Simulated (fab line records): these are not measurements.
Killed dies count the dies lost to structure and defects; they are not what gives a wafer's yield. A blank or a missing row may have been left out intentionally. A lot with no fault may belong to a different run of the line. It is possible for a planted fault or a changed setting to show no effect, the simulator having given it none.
A single fault, viewed from 2 desks | flow n5-finfet | only its own numbers are on each desk; what lay behind them is given at the end

== METROLOGY DESK ==
What the gauges read for every lot (on any tool): the sampled wafers with a number, averaged. A lot is out of limits, marked OUT, if its mean lies more than 4 standard deviations from the usual mean; the brackets give that distance. Shown are 7 of the 11 readings it has, namely the first that went out of limits plus those furthest out on some lot.
Columns: A = CJ_P at N5_BEOL_M4_RC_MEAS_101, usual 5.82; B = DIBL_N at N5_BEOL_M4_RC_MEAS_101, usual 35.9 mV/V; C = DIBL_P at N5_BEOL_M4_RC_MEAS_101, usual 35.8 mV/V; D = IOFF_N at N5_BEOL_M4_RC_MEAS_101, usual 0.15 nA/um; E = IOFF_P at N5_BEOL_M4_RC_MEAS_101, usual 0.21 nA/um; F = SS_P at N5_BEOL_M4_RC_MEAS_101, usual 73.2 mV/dec; G = VT_P at N5_BEOL_M4_RC_MEAS_101, usual -250 mV
lot  | first seen here | A               | B    | C    | D    | E    | F    | G
L938 | day 7 22:57     | 5.90            | 36.7 | 36.3 | 0.14 | 0.20 | 73.2 | -251
L944 | day 9 12:15     | 5.69            | 36.9 | 37.1 | 0.17 | 0.22 | 73.7 | -250
L947 | day 10 04:37    | 5.80            | 37.2 | 36.3 | 0.15 | 0.22 | 73.2 | -250
L948 | day 10 09:46    | 5.92            | 35.1 | 35.4 | 0.13 | 0.17 | 73.2 | -254
L953 | day 11 16:10    | 4.60 (-6.4) OUT | 37.7 | 39.6 | 0.21 | 0.27 | 73.6 | -244
L955 | day 11 21:08    | 4.82 (-5.3) OUT | 38.2 | 37.8 | 0.18 | 0.26 | 74.0 | -249
L957 | day 12 12:03    | 5.77            | 34.6 | 32.1 | 0.13 | 0.17 | 72.9 | -253
L958 | day 13 07:49    | 5.90            | 36.2 | 36.5 | 0.17 | 0.24 | 73.2 | -247
L960 | day 13 22:01    | 5.82            | 37.3 | 38.3 | 0.17 | 0.23 | 74.2 | -248
This desk's finding: out of limits on L953, L955; first on L953, day 11 16:10 (CJ_P at N5_BEOL_M4_RC_MEAS_101). Within limits: L938, L944, L947, L948, L957, L958, L960.

== FOR THE TOOL OWNER'S DESK: implanter-01 ==
The tool's own readings at N5_WELL_APT_IMPLANT_15, given as means over the sampled wafers that have a number, one for each lot that went through this tool. A lot is out of limits, marked OUT, if its mean lies more than 4 standard deviations from the usual mean; the brackets give that distance.
Columns: A = beam-energy-keV at N5_WELL_APT_IMPLANT_15, usual 25.001
lot  | first seen here | A
L938 | day 1 14:58     | 25.001
L944 | day 3 03:53     | 24.987
L947 | day 3 20:11     | 24.994
L953 | day 5 08:18     | 40.049 (+99 or more) OUT
L955 | day 5 20:14     | 40.042 (+99 or more) OUT
Finding of this desk: L953, L955 out of limits; the first was L953 at day 5 08:18, on beam-energy-keV at N5_WELL_APT_IMPLANT_15. Within limits: L938, L944, L947.

== PUT TOGETHER ==
An alarm could have come from the tool owner's desk at day 5 08:18, on L953, L955.
On L953, L955, the metrology desk was in a position to raise an alarm at day 11 16:10.
Of the lots named, all ran N5_WELL_APT_IMPLANT_15 on implanter-01.

== WHAT THE SIMULATOR PUT IN ==
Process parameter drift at N5_WELL_APT_IMPLANT_15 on implanter-01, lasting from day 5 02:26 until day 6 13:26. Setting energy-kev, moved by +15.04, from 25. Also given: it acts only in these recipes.
Shown lots that were struck: L953, L955.
Delay (hours) between the fault's onset and each desk's first out-of-limits reading: 6 at the tool owner's desk, 158 at the metrology desk.
